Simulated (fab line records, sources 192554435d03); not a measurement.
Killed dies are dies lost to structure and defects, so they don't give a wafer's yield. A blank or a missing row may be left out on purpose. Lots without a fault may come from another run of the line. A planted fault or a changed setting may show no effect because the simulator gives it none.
Split-lot experiment | flow n5_finfet | 7 lots, 39 wafers read, on a route of 1938 steps

THE SPLIT
At N5_MOL_CONTACT_COAG_ETCHBACK_135 (etches SiO2 in CHF3, target depth 25 nm, time 16.7 s), the setting time_s was moved away from the recipe's 16.7 s on 9 of the 39 wafers read, by +10.0% to +21.9%. The other wafers ran this setting at the recipe's value.

The reading is taken at the split's own step.

THE READING
SOC_of_MOL_CONTACT_COAG_COAT_75.thk_nm (the simulator's own value, which no gauge read), in nm, at N5_MOL_CONTACT_COAG_ETCHBACK_135 (etches SiO2 in CHF3, target depth 25 nm, time 16.7 s). The file gives no usual value for it. The 30 wafers here that ran the recipe average 57.4 nm, standard deviation 0.22 nm.

wafer  | tool, chamber at the split | time_s as run, s | against the recipe | SOC_of_MOL_CONTACT_COAG_COAT_75.thk_nm, nm | against lot-mates on the recipe
L086.1 | rie_diel-02, 3,2,2,3       | 16.7             | recipe             | 57.6                                       | -
L086.4 | rie_diel-02, 3,2,2,3       | 16.7             | recipe             | 57.6                                       | -
L086.5 | rie_diel-02, 3,2,2,3       | 16.7             | recipe             | 57.6                                       | -
L086.6 | rie_diel-02, 3,2,2,3       | 16.7             | recipe             | 57.6                                       | -
L086.2 | rie_diel-02, 0,1           | 16.7             | recipe             | 57.8                                       | -
L086.3 | rie_diel-02, 0,1           | 16.7             | recipe             | 57.8                                       | -
L087.1 | rie_diel-06, 2,0,0,2       | 16.7             | recipe             | 57.2                                       | -
L087.2 | rie_diel-06, 2,0,0,2       | 16.7             | recipe             | 57.2                                       | -
L087.4 | rie_diel-06, 2,0,0,2       | 16.7             | recipe             | 57.2                                       | -
L087.5 | rie_diel-06, 2,0,0,2       | 16.7             | recipe             | 57.2                                       | -
L087.3 | rie_diel-06, 1             | 16.7             | recipe             | 57.4                                       | -
L087.6 | rie_diel-06, 1             | 16.7             | recipe             | 57.4                                       | -
L090.1 | rie_diel-06, 0,2           | 16.7             | recipe             | 57                                         | -
L090.2 | rie_diel-06, 0,2           | 16.7             | recipe             | 57                                         | -
L090.3 | rie_diel-06, 1             | 16.7             | recipe             | 57.4                                       | -
L090.5 | rie_diel-06, 1             | 16.7             | recipe             | 57.4                                       | -
L090.4 | rie_diel-06, 0,2           | 16.7             | recipe             | 57.2                                       | -
L090.6 | rie_diel-06, 0,2           | 16.7             | recipe             | 57.2                                       | -
L093.1 | rie_diel-05, 3             | 18.37            | +10.0%             | 56.8                                       | -0.5
L093.2 | rie_diel-05, 0,3           | 18.37            | +10.0%             | 57                                         | -0.3
L093.6 | rie_diel-05, 0,3           | 18.37            | +10.0%             | 57                                         | -0.3
L093.3 | rie_diel-05, 2             | 16.7             | recipe             | 57.4                                       | -
L093.4 | rie_diel-05, 1,0           | 16.7             | recipe             | 57.2                                       | -
L093.5 | rie_diel-05, 1,0           | 16.7             | recipe             | 57.2                                       | -
L094.1 | rie_diel-06, 2,0           | 20               | +19.8%             | 56.6                                       | -0.6
L094.2 | rie_diel-06, 2,0           | 20               | +19.8%             | 56.6                                       | -0.6
L094.3 | rie_diel-06, 3,0,2         | 16.7             | recipe             | 57.2                                       | -
L094.4 | rie_diel-06, 3,0,2         | 16.7             | recipe             | 57.2                                       | -
L094.5 | rie_diel-06, 3,0,2         | 16.7             | recipe             | 57.2                                       | -
L094.6 | rie_diel-06, 3             | 20               | +19.8%             | 56.8                                       | -0.4
L095.2 | rie_diel-02, 2             | 16.7             | recipe             | 57.4                                       | -
L095.6 | rie_diel-02, 2             | 16.7             | recipe             | 57.4                                       | -
L095.3 | rie_diel-02, 0             | 16.7             | recipe             | 57.2                                       | -
L096.1 | rie_diel-06, 0,1           | 20.35            | +21.9%             | 56.6                                       | -0.9
L096.5 | rie_diel-06, 0,1           | 20.35            | +21.9%             | 56.6                                       | -0.9
L096.2 | rie_diel-06, 2             | 16.7             | recipe             | 57.4                                       | -
L096.6 | rie_diel-06, 2             | 16.7             | recipe             | 57.4                                       | -
L096.3 | rie_diel-06, 3             | 20.35            | +21.9%             | 56.8                                       | -0.7
L096.4 | rie_diel-06, 1             | 16.7             | recipe             | 57.8                                       | -
Where a row lists several chambers, the file gives one row for several wafers and doesn't say which wafer went through which chamber.

THE FIT
A straight line over all 39 wafers: SOC_of_MOL_CONTACT_COAG_COAT_75.thk_nm changes by -0.034 nm for each +1% of time_s; r = -0.80; the points scatter about the line by 0.2 nm.
The same after taking each lot's own level away (the mean of its wafers on the recipe; 39 wafers): -0.034 nm for each +1%; r = -0.90; scatter 0.13 nm.
On that fit, the largest move of time_s shifts the reading by 0.74 nm.
The lots' own levels span 57.20 to 57.67 nm, that is 2.2 times the standard deviation above.
So the lot-to-lot level blurs the effect unless lot-mates are compared.
Check: with one of the wafers moved furthest among these (+21.9%) left out of the fit, the line predicts -0.703 nm for it against its lot-mates. It came out at -0.933 nm against them.

OTHER SPLITS ON THESE WAFERS
These wafers also went through other splits before the reading. Each is held against what the fit with the lots' levels taken away leaves over:
other split on the same wafers               | wafers away from the commonest value | r with SOC_of_MOL_CONTACT_COAG_COAT_75.thk_nm (lot level and that fit taken away)
N5_HKMG_FIN_ETCH_31 bias_w                   | 12                                   | +0.03
N5_MOL_CONTACT_COAG_SPUTTER_130 target_thk_a | 12                                   | -0.23

THE FILE'S OWN FIT
SOC_of_MOL_CONTACT_COAG_COAT_75.thk_nm changes by -0.0339 nm for each +1% of time_s, r = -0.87.
